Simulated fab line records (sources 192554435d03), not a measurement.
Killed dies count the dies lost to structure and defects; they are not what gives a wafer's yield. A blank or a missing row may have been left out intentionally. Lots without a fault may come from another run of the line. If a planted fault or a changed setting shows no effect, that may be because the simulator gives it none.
Comparing a struck lot with a sound one    flow n5Finfet    29 steps out of a route of 1938
Sound: these wafers, L469.3, L469.5, L469.6. Struck: wafer L480.2 (L480.5, L480.6, from the same lot, were not struck and are left out); the cause is given at the end.
Order at every step that has rows: each side's tool, ch and its chambers, its first start. Under that, the readings that differ: sound wafers    struck wafers    difference of the means    sigmas: that difference in standard deviations of wafers without a fault.
alike: readings whose means differ by less than 2 such deviations, and words and numbers that are the same on both sides. not compared: withheld readings, readings that some wafer has no value for, bounds like >300 that may hide the same value, and numbers for which the record gives no deviation and whose values overlap.
Wherever a step has rows on one side only, a row that says differs or no value, or a row with sigmas, the two part there. Non-overlapping numbers with no deviation appear without sigmas and do not part them. Lack of a reading on every wafer of one side parts them only where that side has two or more wafers.

N5_HKMG_FIN_STRIP_93: strips SOC in N2/H2, time 20 s.
  sound on rieDiel-03 ch 0,1,2, day 4 13:14; struck on rieDiel-02 ch 1, day 7 09:55
  alike: drypumpMotorCurrentA, oesProductAu, rfVppV, showerheadPlenumPTorr, throttleValvePct
  not compared: rfHoursCounterH
then, 1 step without rows for these wafers: N5_HKMG_FIN_WET_ETCH_76 (etches Al2O3 in dNH4OH, stops on La2O3, target depth 2.25 nm, rinse time 30 s).
N5_HKMG_FIN_STRIP_60: strips in N2/H2, time 360 s.
  sound on plasmaAsher-01 ch 0,1, day 4 13:34; struck on plasmaAsher-02 ch 0, day 7 10:05
reading              sound        struck  difference                    sigmas
heaterPowerW (W)     424 374 440  511     +98                           +2
rfHoursCounterH (h)  - - -        103     no value on the sound wafers  
  alike: drypumpMotorCurrentA
then, 3 steps without rows for these wafers: N5_HKMG_FIN_WET_ETCH_77 (etches La2O3 in dHCl, stops on HfO2, target depth 2 nm); N5_HKMG_FIN_WET_ETCH_78 (etches Al2O3 in dNH4OH, stops on La2O3, target depth 4.5 nm, rinse time 30 s); N5_HKMG_FIN_ALD_79 (deposits TiN, target thk 1.5 nm, pulse time 1 s, purge time 3 s).
N5_HKMG_FIN_CVD_62: deposits a-Si from Si2H6, target thk 3 nm, time 20.8 s.
  sound on thermalCvdSi-02 ch 0,1,2, day 4 14:23; struck on thermalCvdSi-01 ch 0, day 7 10:56
  alike: heaterPowerW
then, 5 steps without rows for these wafers: N5_HKMG_FIN_RTA_80 (time 2 s); N5_HKMG_FIN_PRECLEAN_64 (cleans in dHF, time 30 s); N5_HKMG_FIN_WET_ETCH_65 (etches a-Si in TMAH, stops on TiN, time 49 s, target depth 3 nm); N5_HKMG_FIN_WET_ETCH_81 (etches TiN in SC1, stops on HfO2, time 57 s, target depth 6 nm); N5_HKMG_FIN_WET_ETCH_82 (etches La2O3 in dHCl, stops on HfO2, target depth 2 nm, rinse time 30 s).
N5_HKMG_FIN_ALD_36: deposits TiN, target thk 1 nm, pulse time 1 s, purge time 3 s.
  sound on aldMetal-01 ch 0,1,3, day 4 14:53; struck on aldMetal-01 ch 2, day 7 11:41
reading           sound        struck  difference  sigmas
heaterPowerW (W)  777 926 949  1267    +383        +3
  alike: precursorPulseHeightRel
N5_HKMG_FIN_THK_MEAS_70: measures by xrf.
  struck on filmMetro-02, day 7 11:58; sound on filmMetro-02, day 4 15:10
reading      sound              struck  difference  sigmas
HK_THK (nm)  1.583 1.548 1.576  1.611   +0.042      +2
N5_HKMG_FIN_PWFM_ALD_03: deposits TiN, target thk 2 nm, pulse time 1 s, purge time 3 s.
  sound on aldMetal-04 ch 0,1, day 4 15:12; struck on aldMetal-01 ch 0, day 7 12:00
  alike: heaterPowerW, precursorPulseHeightRel
then, 8 steps without rows for these wafers: N5_HKMG_FIN_COAT_29 (time 60 s, resist thk 300 nm); N5_HKMG_FIN_COAT_30 (time 60 s, resist thk 35 nm); N5_HKMG_FIN_COAT_06 (resist thk 90 nm); N5_HKMG_FIN_EBR_08; N5_HKMG_FIN_SOFTBAKE_07 (time 60 s); N5_HKMG_FIN_EXPOSE_09 (exposes mask NWFM); N5_HKMG_FIN_PEB_10 (peb time 60 s); N5_HKMG_FIN_DEVELOP_11 (develop time 30 s).
N5_HKMG_FIN_CD_MEAS_12: target cd 92.8 nm.
  sound on cdSem-01 ch 0, day 4 16:02; struck on cdSem-02 ch 0, day 7 12:50
  alike: cdNm
N5_HKMG_FIN_OVL_MEAS_13:
  sound on overlay-02 ch 0, day 4 16:04; struck on overlay-01 ch 0, day 7 12:52
  alike: NWFM_OVL
N5_HKMG_FIN_INSPECT_14: inspects for defects (macro).
  struck on defectInspect-02, day 7 12:54; sound on defectInspect-01, day 4 16:05
reading         sound  struck  difference  sigmas
rawDefectCount  0 2 1  >300    differs     
N5_HKMG_FIN_DESCUM_17: chemistry O2, time 7.9 s.
  sound on rieDiel-06 ch 0,3, day 4 16:08; struck on rieDiel-03 ch 3, day 7 12:56
reading                   sound        struck  difference  sigmas
drypumpMotorCurrentA (A)  4.9 4.9 5.8  6.2     +1.0        +2
  alike: oesProductAu, rfVppV, showerheadPlenumPTorr, throttleValvePct
  not compared: rfHoursCounterH
-- here the record skips 4 days between the struck wafers' starts before and after, leaving off in module HKMG_FIN and picking up in module BEOL_M4 (first step shown: number 1111 of the route) --
N5_BEOL_M4_RC_MEAS_101:
  sound on prober-01 ch 0, day 8 15:12; struck on prober-01 ch 0, day 11 16:19
reading         sound           struck  difference  sigmas
DIBL_N (mV/V)   32.4 35.7 35.5  39.6    +5.1        +2
IOFF_N (nA/um)  0.10 0.14 0.15  0.23    +0.10       +3
IOFF_P (nA/um)  0.14 0.18 0.19  0.30    +0.13       +3
ION_N (uA/um)   651 665 673     699     +36         +3
ION_P (uA/um)   443 455 457     476     +24         +3
SS_N (mV/dec)   70.8 71.1 71.2  72.4    +1.4        +2
VT_N (mV)       255 250 253     244     -9          -3
VT_P (mV)       -257 -256 -254  -246    +10         +3
  alike: DIBL_P, SS_P
-- a jump in the record: the struck wafers' starts before and after are 5 days apart (it breaks off in module BEOL_M4 and resumes in module PASSIVATION, where the first step shown is number 1936 of the route) --
N5_PASSIVATION_PROBE_49:
  struck on prober-02, day 16 09:19; sound on prober-02, day 12 14:40
reading                  sound           struck  difference  sigmas
defectLimitedYield (%)   92.4 90.3 87.2  80.3    -9.7        -7
killed_at_M0_to_M3       38 59 54        21      -29         -3
killed_at_M4_up          7 11 11         28      +18         +3
killedAtFrontEnd         31 24 48        169     +135        +11
killedDies               90 115 151      233     +114        +7
sort_bin_5_function (%)  5.0 5.3 6.2     11.7    +6.2        +7
sortNPass                1090 1065 1029  947     -114        -7
sortYieldPct (%)         92.4 90.3 87.2  80.3    -9.7        -7
  alike: killedAtContacts, killedAtOther, killedOpen, killedShort, sort_bin_4_leakage, sort_bin_6_memory

WHERE THEY PART
First at N5_HKMG_FIN_STRIP_60; last, within this record, at N5_PASSIVATION_PROBE_49.

WHY: whatever the simulator had introduced
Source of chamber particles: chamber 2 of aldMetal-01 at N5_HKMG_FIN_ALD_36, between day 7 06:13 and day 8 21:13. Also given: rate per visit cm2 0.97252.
